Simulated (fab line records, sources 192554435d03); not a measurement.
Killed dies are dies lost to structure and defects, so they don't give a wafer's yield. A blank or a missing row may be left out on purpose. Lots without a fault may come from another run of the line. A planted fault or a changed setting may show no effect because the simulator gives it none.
Which tool did it? | flow n5_finfet | 10 lots, 30 wafers sampled, at 3 steps of a route of 1938

WHAT THE GAUGES READ, wafer by wafer
N5_BEOL_M4_RC_MEAS_101.
lot  | measured     | on        | COMB_M4_max_site (S/m)
L142 | day 7 18:26  | prober-02 | 9.7e-11 6.6e-11 8.9e-11
L143 | day 8 05:31  | prober-02 | 8.1e-11 8.2e-11 1.01e-10
L145 | day 8 15:01  | prober-01 | 7.3e-11 1.28e-10 5.8e-11
L162 | day 13 01:41 | prober-01 | 6.2e-11 9.9e-11 7.4e-11
L158 | day 13 07:18 | prober-02 | 5.7e-11 1.12e-10 1.25e-10
L153 | day 13 07:37 | prober-01 | 6e-11 3.17e-10 6.7e-11
L157 | day 13 14:40 | prober-01 | 7.7e-11 6.8e-11 7.6e-11
L160 | day 13 19:43 | prober-02 | 1.3e-10 1.02e-10 9e-11
L155 | day 14 08:04 | prober-02 | 1.03e-10 8.5e-11 2.33e-10
L164 | day 14 12:35 | prober-02 | 8.5e-11 6.5e-11 7.6e-11

WHICH TOOL RAN EACH LOT (tool, then ch and the chambers of the sampled wafers, then the start)
lot  | N5_BEOL_M4_ALD_84                   | N5_BEOL_M4_SPUTTER_88
L142 | ald_metal-01 ch 1,2,3, day 7 15:04  | pvd_sputter-03, day 7 16:27
L143 | ald_metal-01 ch 2,3, day 8 01:53    | pvd_sputter-02, day 8 03:18
L145 | ald_metal-01 ch 0,3, day 8 11:17    | pvd_sputter-01, day 8 12:49
L162 | ald_metal-02 ch 2,3, day 12 20:22   | pvd_sputter-01, day 12 23:22
L158 | ald_metal-02 ch 1,3, day 13 02:13   | pvd_sputter-03, day 13 05:19
L153 | ald_metal-03 ch 0,1,2, day 13 02:17 | pvd_sputter-01, day 13 05:28
L157 | ald_metal-02 ch 0,1,2, day 13 10:55 | pvd_sputter-03, day 13 12:22
L160 | ald_metal-01 ch 1,2,3, day 13 11:13 | pvd_sputter-03, day 13 14:13
L155 | ald_metal-03 ch 0,1,3, day 14 04:11 | pvd_sputter-02, day 14 06:05
L164 | ald_metal-01 ch 1,2,3, day 14 09:11 | pvd_sputter-03, day 14 10:36
- N5_BEOL_M4_ALD_84: deposits TaN, pulse time 2 s, purge time 3 s, co reactant purge time 2 s.
- N5_BEOL_M4_SPUTTER_88: material Cu, target thk 4.5 nm, time 8.29 s.

THE ANSWER, worked out from the rows above alone
Rule: what is usual is taken from the lots themselves. Put in order of their means at a reading, lots are off if they are a third of the lots or fewer, leave a main group of 4 or more, and stand apart from it by a gap of 3 or more times the standard deviation of the main group's means; of several such gaps the widest counts. A main group whose means are all the same, to the digits that the tables above print for the reading, isn't used. A lot without any number at a reading at which 4 lots or more have one is off too. The other lots that the step has rows for count as sound.
Off: L153, L155, at N5_BEOL_M4_RC_MEAS_101 (COMB_M4_max_site). The main group: mean 9e-11 S/m, standard deviation 1.1e-11.
A tool fits if, at a process step before that reading, it ran every lot that is off, and no sound lot after the first of them. The gauges at N5_BEOL_M4_RC_MEAS_101 are tried like those tools. One fits: ald_metal-03 at N5_BEOL_M4_ALD_84. It ran no sound lot before its first lot that is off in this sample, so the start can't be narrowed down.

WHAT THE SIMULATOR HAD PUT IN
Site profile drift: ald_metal-03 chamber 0, from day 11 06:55 on, at N5_BEOL_M4_ALD_84. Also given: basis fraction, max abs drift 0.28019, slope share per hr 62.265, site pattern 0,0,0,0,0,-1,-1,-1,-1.
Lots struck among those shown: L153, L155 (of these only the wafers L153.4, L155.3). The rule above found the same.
